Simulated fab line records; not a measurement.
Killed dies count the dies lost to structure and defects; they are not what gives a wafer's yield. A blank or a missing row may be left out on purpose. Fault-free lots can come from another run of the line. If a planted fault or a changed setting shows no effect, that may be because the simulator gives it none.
One fault seen from 2 desks / flow n5Finfet / numbers are kept per desk, each desk with only its own; the story behind them comes last

== THE TOOL OWNER'S DESK: aldMetal-04 ==
The tool's own readings at N5_HKMG_FIN_NWFM_ALD_20 (deposits TiAlC, target thk 2 nm, pulse time 3 s, purge time 2 s): means of the sampled wafers that have a number, for each lot that ran on this tool. Any lot whose mean is over 4 standard deviations away from the usual mean is out of limits and marked OUT; that distance is given in the brackets.
Columns: A = heaterPowerOuterW at N5_HKMG_FIN_NWFM_ALD_20, usual 280 W; B = heaterPowerW at N5_HKMG_FIN_NWFM_ALD_20, usual 494 W; C = precursorPulseHeightRel at N5_HKMG_FIN_NWFM_ALD_20, usual 1.000
lot=L263; first seen here=day 4 10:25; A=296; B=528; C=0.994
lot=L270; first seen here=day 5 21:50; A=299; B=526; C=0.999
lot=L271; first seen here=day 6 04:31; A=261; B=451; C=1.016
lot=L273; first seen here=day 6 17:52; A=339; B=610; C=1.002
lot=L275; first seen here=day 7 04:10; A=276; B=487; C=1.009
lot=L285; first seen here=day 10 01:53; A=263; B=448; C=1.000
Finding of this desk: none of the 6 lots has anything out of limits.

== FROM THE METROLOGY DESK ==
Means of the sampled wafers that have a number, per lot and without regard to the tool the lot ran on: this is what the gauges read. Any lot whose mean is over 4 standard deviations away from the usual mean is out of limits and marked OUT; that distance is given in the brackets. Shown here are 7 of its 10 readings, the ones lying furthest out on some lot.
Columns: A = DIBL_N at N5_BEOL_M4_RC_MEAS_101, usual 35.8 mV/V; B = DIBL_P at N5_BEOL_M4_RC_MEAS_101, usual 35.8 mV/V; C = IOFF_N at N5_BEOL_M4_RC_MEAS_101, usual 0.152 nA/um; D = IOFF_P at N5_BEOL_M4_RC_MEAS_101, usual 0.204 nA/um; E = SS_N at N5_BEOL_M4_RC_MEAS_101, usual 71.5 mV/dec; F = VT_N at N5_BEOL_M4_RC_MEAS_101, usual 250.0 mV; G = VT_P at N5_BEOL_M4_RC_MEAS_101, usual -250.6 mV
lot=L263; first seen here=day 8 16:16; A=34.3; B=34.7; C=0.154; D=0.211; E=70.9; F=249.3; G=-248.0
lot=L268; first seen here=day 9 15:29; A=35.6; B=37.4; C=0.156; D=0.210; E=71.5; F=251.1; G=-251.8
lot=L270; first seen here=day 10 09:29; A=35.5; B=36.2; C=0.146; D=0.216; E=71.2; F=249.3; G=-247.9
lot=L271; first seen here=day 10 17:40; A=37.0; B=38.8; C=0.163; D=0.207; E=72.0; F=249.2; G=-252.7
lot=L273; first seen here=day 10 20:37; A=35.0; B=35.9; C=0.143; D=0.202; E=71.5; F=251.7; G=-249.8
lot=L275; first seen here=day 11 01:29; A=35.8; B=35.6; C=0.142; D=0.180; E=71.4; F=251.4; G=-252.9
lot=L283; first seen here=day 13 11:38; A=33.7; B=35.0; C=0.132; D=0.170; E=70.6; F=251.7; G=-253.1
lot=L286; first seen here=day 13 21:54; A=35.7; B=34.8; C=0.158; D=0.206; E=71.7; F=249.1; G=-249.6
lot=L285; first seen here=day 14 04:25; A=36.5; B=34.4; C=0.171; D=0.206; E=71.4; F=247.2; G=-249.6
Finding of this desk: none of the 9 lots has anything out of limits.

== ALL TOGETHER ==
The desk of the tool owner found nothing out of limits.
The metrology desk saw nothing out of limits.

== WHAT THE SIMULATOR HAD PUT IN ==
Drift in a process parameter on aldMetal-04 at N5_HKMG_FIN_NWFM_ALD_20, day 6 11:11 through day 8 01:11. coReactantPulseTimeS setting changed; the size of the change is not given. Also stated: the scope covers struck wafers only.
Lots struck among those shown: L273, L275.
